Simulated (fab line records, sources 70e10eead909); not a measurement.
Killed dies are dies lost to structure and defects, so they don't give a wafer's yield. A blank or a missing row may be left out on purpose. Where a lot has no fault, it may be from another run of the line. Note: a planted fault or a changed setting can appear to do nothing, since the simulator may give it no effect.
Which tool did it? || flow nand-harc || 14 lots, 42 wafers sampled, at 4 steps of a route of 1302

== WHAT THE GAUGES READ, wafer by wafer ==
NHARC_P_STI_INSPECT_25.
{"lot": "L926", "measured": "day 3 23:02", "on": "defect-inspect-01", "raw-defect-count": "312 243 193"}
{"lot": "L929", "measured": "day 5 06:51", "on": "defect-inspect-01", "raw-defect-count": "266 223 115"}
{"lot": "L930", "measured": "day 5 17:33", "on": "defect-inspect-01", "raw-defect-count": "155 365 141"}
{"lot": "L931", "measured": "day 6 08:35", "on": "defect-inspect-02", "raw-defect-count": "215 244 229"}
{"lot": "L932", "measured": "day 6 13:18", "on": "defect-inspect-01", "raw-defect-count": "201 265 187"}
{"lot": "L933", "measured": "day 6 19:04", "on": "defect-inspect-01", "raw-defect-count": "203 142 105"}
{"lot": "L939", "measured": "day 10 03:34", "on": "defect-inspect-01", "raw-defect-count": "366 272 343"}
{"lot": "L941", "measured": "day 10 03:34", "on": "defect-inspect-02", "raw-defect-count": "102 98 108"}
{"lot": "L942", "measured": "day 10 16:50", "on": "defect-inspect-01", "raw-defect-count": "236 151 212"}
{"lot": "L944", "measured": "day 11 11:13", "on": "defect-inspect-02", "raw-defect-count": "162 160 160"}
{"lot": "L946", "measured": "day 12 03:56", "on": "defect-inspect-02", "raw-defect-count": "181 77 142"}
{"lot": "L947", "measured": "day 12 14:01", "on": "defect-inspect-02", "raw-defect-count": "226 192 149"}
{"lot": "L948", "measured": "day 13 01:25", "on": "defect-inspect-02", "raw-defect-count": "247 249 193"}
{"lot": "L949", "measured": "day 13 12:34", "on": "defect-inspect-02", "raw-defect-count": "761 242 180"}

== TOOL THAT RAN EACH LOT (tool first, then ch and the chambers of the sampled wafers, then the start) ==
{"lot": "L926", "NHARC_P_ZERO_WELL_RTA_42": "rtp-anneal-01 ch 0, day 2 02:56", "NHARC_P_STI_ETCH_42": "rie-diel-12 ch 1,2,3, day 2 20:34", "NHARC_P_STI_OXIDE_40": "furnace-05 ch 0, day 3 19:00"}
{"lot": "L929", "NHARC_P_ZERO_WELL_RTA_42": "rtp-anneal-01 ch 0, day 3 08:49", "NHARC_P_STI_ETCH_42": "rie-diel-12 ch 1,2,3, day 4 02:35", "NHARC_P_STI_OXIDE_40": "furnace-01 ch 0, day 5 02:47"}
{"lot": "L930", "NHARC_P_ZERO_WELL_RTA_42": "rtp-anneal-01 ch 0, day 3 20:20", "NHARC_P_STI_ETCH_42": "rie-diel-12 ch 1,2, day 4 12:53", "NHARC_P_STI_OXIDE_40": "furnace-07 ch 0, day 5 13:29"}
{"lot": "L931", "NHARC_P_ZERO_WELL_RTA_42": "rtp-anneal-01 ch 0, day 4 05:08", "NHARC_P_STI_ETCH_42": "rie-diel-06 ch 0,1, day 5 02:04", "NHARC_P_STI_OXIDE_40": "furnace-01 ch 0, day 6 04:30"}
{"lot": "L932", "NHARC_P_ZERO_WELL_RTA_42": "rtp-anneal-02 ch 0, day 4 15:14", "NHARC_P_STI_ETCH_42": "rie-diel-11 ch 1,2,3, day 5 10:21", "NHARC_P_STI_OXIDE_40": "furnace-05, day 6 09:16"}
{"lot": "L933", "NHARC_P_ZERO_WELL_RTA_42": "rtp-anneal-02 ch 0, day 5 01:07", "NHARC_P_STI_ETCH_42": "rie-diel-11 ch 0,1,2, day 5 17:12", "NHARC_P_STI_OXIDE_40": "furnace-07, day 6 15:01"}
{"lot": "L939", "NHARC_P_ZERO_WELL_RTA_42": "rtp-anneal-02 ch 0, day 7 14:10", "NHARC_P_STI_ETCH_42": "rie-diel-11 ch 0,3, day 8 08:47", "NHARC_P_STI_OXIDE_40": "furnace-05 ch 0, day 9 23:30"}
{"lot": "L941", "NHARC_P_ZERO_WELL_RTA_42": "rtp-anneal-02 ch 0, day 8 08:47", "NHARC_P_STI_ETCH_42": "rie-diel-06 ch 0,1,3, day 9 02:09", "NHARC_P_STI_OXIDE_40": "furnace-05 ch 0, day 9 23:30"}
{"lot": "L942", "NHARC_P_ZERO_WELL_RTA_42": "rtp-anneal-01 ch 0, day 8 19:13", "NHARC_P_STI_ETCH_42": "rie-diel-11 ch 0,2,3, day 9 10:50", "NHARC_P_STI_OXIDE_40": "furnace-07 ch 0, day 10 12:45"}
{"lot": "L944", "NHARC_P_ZERO_WELL_RTA_42": "rtp-anneal-02 ch 0, day 9 15:08", "NHARC_P_STI_ETCH_42": "rie-diel-12 ch 1,2, day 10 07:21", "NHARC_P_STI_OXIDE_40": "furnace-05 ch 0, day 11 07:07"}
{"lot": "L946", "NHARC_P_ZERO_WELL_RTA_42": "rtp-anneal-02 ch 0, day 10 13:03", "NHARC_P_STI_ETCH_42": "rie-diel-11 ch 0,1,2, day 11 05:23", "NHARC_P_STI_OXIDE_40": "furnace-01 ch 0, day 11 23:52"}
{"lot": "L947", "NHARC_P_ZERO_WELL_RTA_42": "rtp-anneal-01 ch 0, day 10 21:01", "NHARC_P_STI_ETCH_42": "rie-diel-12 ch 0,2,3, day 11 12:25", "NHARC_P_STI_OXIDE_40": "furnace-07 ch 0, day 12 09:55"}
{"lot": "L948", "NHARC_P_ZERO_WELL_RTA_42": "rtp-anneal-02 ch 0, day 11 07:00", "NHARC_P_STI_ETCH_42": "rie-diel-06 ch 0,1, day 11 23:11", "NHARC_P_STI_OXIDE_40": "furnace-07 ch 0, day 12 21:20"}
{"lot": "L949", "NHARC_P_ZERO_WELL_RTA_42": "rtp-anneal-02 ch 0, day 11 16:58", "NHARC_P_STI_ETCH_42": "rie-diel-06 ch 2,3, day 12 11:07", "NHARC_P_STI_OXIDE_40": "furnace-05 ch 0, day 13 08:31"}
- NHARC_P_ZERO_WELL_RTA_42: time 300 s.
- NHARC_P_STI_ETCH_42: etches the open film in N2/H2, target depth 80 nm, overetch 24 nm, time 61 s.
- NHARC_P_STI_OXIDE_40: material SiO2, target thk 10 nm, ox time 1362 s.

== AS READ BY THE TOOLS THEMSELVES (means over the sampled wafers that have a number; for cases with no such wafer, the mark the record gives instead) ==
NHARC_P_ZERO_WELL_RTA_42.
{"lot": "L926", "tool": "rtp-anneal-01", "lamp-power-pct (%)": 34.3, "lamp_zone_5_pct (%)": 34.2, "lamp_zone_6_pct (%)": 34.2, "wafer_temp_C_max": 1103.9}
{"lot": "L929", "tool": "rtp-anneal-01", "lamp-power-pct (%)": 34.2, "lamp_zone_5_pct (%)": 34.2, "lamp_zone_6_pct (%)": 34.2, "wafer_temp_C_max": 1104.1}
{"lot": "L930", "tool": "rtp-anneal-01", "lamp-power-pct (%)": 34.0, "lamp_zone_5_pct (%)": 34.0, "lamp_zone_6_pct (%)": 34.0, "wafer_temp_C_max": 1105.0}
{"lot": "L931", "tool": "rtp-anneal-01", "lamp-power-pct (%)": 34.1, "lamp_zone_5_pct (%)": 34.1, "lamp_zone_6_pct (%)": 34.1, "wafer_temp_C_max": 1102.8}
{"lot": "L932", "tool": "rtp-anneal-02", "lamp-power-pct (%)": 37.5, "lamp_zone_5_pct (%)": 37.5, "lamp_zone_6_pct (%)": 37.4, "wafer_temp_C_max": 1105.2}
{"lot": "L933", "tool": "rtp-anneal-02", "lamp-power-pct (%)": 37.5, "lamp_zone_5_pct (%)": 37.5, "lamp_zone_6_pct (%)": 37.4, "wafer_temp_C_max": 1104.8}
{"lot": "L939", "tool": "rtp-anneal-02", "lamp-power-pct (%)": 37.5, "lamp_zone_5_pct (%)": 37.5, "lamp_zone_6_pct (%)": 37.5, "wafer_temp_C_max": 1104.1}
{"lot": "L941", "tool": "rtp-anneal-02", "lamp-power-pct (%)": 37.5, "lamp_zone_5_pct (%)": 37.5, "lamp_zone_6_pct (%)": 37.4, "wafer_temp_C_max": 1103.3}
{"lot": "L942", "tool": "rtp-anneal-01", "lamp-power-pct (%)": 34.2, "lamp_zone_5_pct (%)": 34.2, "lamp_zone_6_pct (%)": 34.2, "wafer_temp_C_max": 1103.2}
{"lot": "L944", "tool": "rtp-anneal-02", "lamp-power-pct (%)": 37.5, "lamp_zone_5_pct (%)": 37.5, "lamp_zone_6_pct (%)": 37.4, "wafer_temp_C_max": 1104.5}
{"lot": "L946", "tool": "rtp-anneal-02", "lamp-power-pct (%)": 37.4, "lamp_zone_5_pct (%)": 37.4, "lamp_zone_6_pct (%)": 37.3, "wafer_temp_C_max": 1103.9}
{"lot": "L947", "tool": "rtp-anneal-01", "lamp-power-pct (%)": 34.2, "lamp_zone_5_pct (%)": 34.2, "lamp_zone_6_pct (%)": 34.2, "wafer_temp_C_max": 1103.5}
{"lot": "L948", "tool": "rtp-anneal-02", "lamp-power-pct (%)": 37.5, "lamp_zone_5_pct (%)": 37.5, "lamp_zone_6_pct (%)": 37.5, "wafer_temp_C_max": 1103.8}
{"lot": "L949", "tool": "rtp-anneal-02", "lamp-power-pct (%)": 37.5, "lamp_zone_5_pct (%)": 37.5, "lamp_zone_6_pct (%)": 37.5, "wafer_temp_C_max": 1103.4}

NHARC_P_STI_ETCH_42.
{"lot": "L926", "tool": "rie-diel-12", "drypump-motor-current-A (A)": 5.8, "oes-product-au (a.u.)": 1.000, "rf-vpp-V (V)": 429.1, "showerhead-plenum-p-Torr (Torr)": 2.02, "throttle-valve-pct (%)": 14.173}
{"lot": "L929", "tool": "rie-diel-12", "drypump-motor-current-A (A)": 5.8, "oes-product-au (a.u.)": 1.000, "rf-vpp-V (V)": 429.9, "showerhead-plenum-p-Torr (Torr)": 2.02, "throttle-valve-pct (%)": 14.165}
{"lot": "L930", "tool": "rie-diel-12", "drypump-motor-current-A (A)": 5.8, "oes-product-au (a.u.)": 0.990, "rf-vpp-V (V)": 429.9, "showerhead-plenum-p-Torr (Torr)": 2.03, "throttle-valve-pct (%)": 14.172}
{"lot": "L931", "tool": "rie-diel-06", "drypump-motor-current-A (A)": 5.8, "oes-product-au (a.u.)": 1.005, "rf-vpp-V (V)": 428.3, "showerhead-plenum-p-Torr (Torr)": 1.98, "throttle-valve-pct (%)": 14.170}
{"lot": "L932", "tool": "rie-diel-11", "drypump-motor-current-A (A)": 5.3, "oes-product-au (a.u.)": 1.003, "rf-vpp-V (V)": 429.8, "showerhead-plenum-p-Torr (Torr)": 2.03, "throttle-valve-pct (%)": 14.178}
{"lot": "L933", "tool": "rie-diel-11", "drypump-motor-current-A (A)": 5.1, "oes-product-au (a.u.)": 1.005, "rf-vpp-V (V)": 431.5, "showerhead-plenum-p-Torr (Torr)": 2.06, "throttle-valve-pct (%)": 14.170}
{"lot": "L939", "tool": "rie-diel-11", "drypump-motor-current-A (A)": 5.1, "oes-product-au (a.u.)": 1.012, "rf-vpp-V (V)": 432.3, "showerhead-plenum-p-Torr (Torr)": 2.09, "throttle-valve-pct (%)": 14.175}
{"lot": "L941", "tool": "rie-diel-06", "drypump-motor-current-A (A)": 5.6, "oes-product-au (a.u.)": 1.000, "rf-vpp-V (V)": 428.2, "showerhead-plenum-p-Torr (Torr)": 1.96, "throttle-valve-pct (%)": 14.168}
{"lot": "L942", "tool": "rie-diel-11", "drypump-motor-current-A (A)": 5.4, "oes-product-au (a.u.)": 1.016, "rf-vpp-V (V)": 430.0, "showerhead-plenum-p-Torr (Torr)": 2.02, "throttle-valve-pct (%)": 14.174}
{"lot": "L944", "tool": "rie-diel-12", "drypump-motor-current-A (A)": 5.8, "oes-product-au (a.u.)": 1.001, "rf-vpp-V (V)": 430.0, "showerhead-plenum-p-Torr (Torr)": 2.02, "throttle-valve-pct (%)": 14.169}
{"lot": "L946", "tool": "rie-diel-11", "drypump-motor-current-A (A)": 5.1, "oes-product-au (a.u.)": 1.001, "rf-vpp-V (V)": 430.7, "showerhead-plenum-p-Torr (Torr)": 2.05, "throttle-valve-pct (%)": 14.176}
{"lot": "L947", "tool": "rie-diel-12", "drypump-motor-current-A (A)": 5.6, "oes-product-au (a.u.)": 1.005, "rf-vpp-V (V)": 429.5, "showerhead-plenum-p-Torr (Torr)": 1.98, "throttle-valve-pct (%)": 14.173}
{"lot": "L948", "tool": "rie-diel-06", "drypump-motor-current-A (A)": 5.8, "oes-product-au (a.u.)": 0.998, "rf-vpp-V (V)": 428.6, "showerhead-plenum-p-Torr (Torr)": 1.98, "throttle-valve-pct (%)": 14.166}
{"lot": "L949", "tool": "rie-diel-06", "drypump-motor-current-A (A)": 5.0, "oes-product-au (a.u.)": 0.998, "rf-vpp-V (V)": 428.6, "showerhead-plenum-p-Torr (Torr)": 1.95, "throttle-valve-pct (%)": 14.171}

NHARC_P_STI_OXIDE_40.
{"lot": "L926", "tool": "furnace-05", "ox-temp-c (C)": 900.2}
{"lot": "L929", "tool": "furnace-01", "ox-temp-c (C)": 900.1}
{"lot": "L930", "tool": "furnace-07", "ox-temp-c (C)": 900.0}
{"lot": "L931", "tool": "furnace-01", "ox-temp-c (C)": 900.2}
{"lot": "L932", "tool": "furnace-05", "ox-temp-c (C)": "-"}
{"lot": "L933", "tool": "furnace-07", "ox-temp-c (C)": "-"}
{"lot": "L939", "tool": "furnace-05", "ox-temp-c (C)": 900.4}
{"lot": "L941", "tool": "furnace-05", "ox-temp-c (C)": 900.3}
{"lot": "L942", "tool": "furnace-07", "ox-temp-c (C)": 900.3}
{"lot": "L944", "tool": "furnace-05", "ox-temp-c (C)": 900.1}
{"lot": "L946", "tool": "furnace-01", "ox-temp-c (C)": 900.5}
{"lot": "L947", "tool": "furnace-07", "ox-temp-c (C)": 900.0}
{"lot": "L948", "tool": "furnace-07", "ox-temp-c (C)": 900.2}
{"lot": "L949", "tool": "furnace-05", "ox-temp-c (C)": 900.5}

== THE ANSWER, worked out from the rows above alone ==
Rule: what is usual is taken from the lots themselves. The widest of any qualifying gaps counts: lots, ordered by their means at a reading, are off when they make up no more than a third of the lots, leave a main group of 4 or more, and stand apart from it by 3 or more times the standard deviation of that group's means. Not used: any main group whose means are identical at the precision the tables above print for the reading. Also off: a lot with no number at a reading for which 4 or more lots have one. Any other lot the step has rows for is counted as sound. After the gauges, taken in route order, come the tools' own readings; for these a lot's mean is taken, as printed above. At the first step where some lot is off, the reading lying furthest off is the one used; lots without a number count as furthest.
Off, at NHARC_P_STI_OXIDE_40 on ox-temp-c: L932, L933. Without a number there: L932, L933. For the main group the mean is 900.2 C and the standard deviation 0.16.
A tool fits if, at that step or a process step before it, it ran every lot that is off, and no sound lot after the first of them. No candidate that was tried fits.

== WHAT HAD BEEN PUT IN BY THE SIMULATOR ==
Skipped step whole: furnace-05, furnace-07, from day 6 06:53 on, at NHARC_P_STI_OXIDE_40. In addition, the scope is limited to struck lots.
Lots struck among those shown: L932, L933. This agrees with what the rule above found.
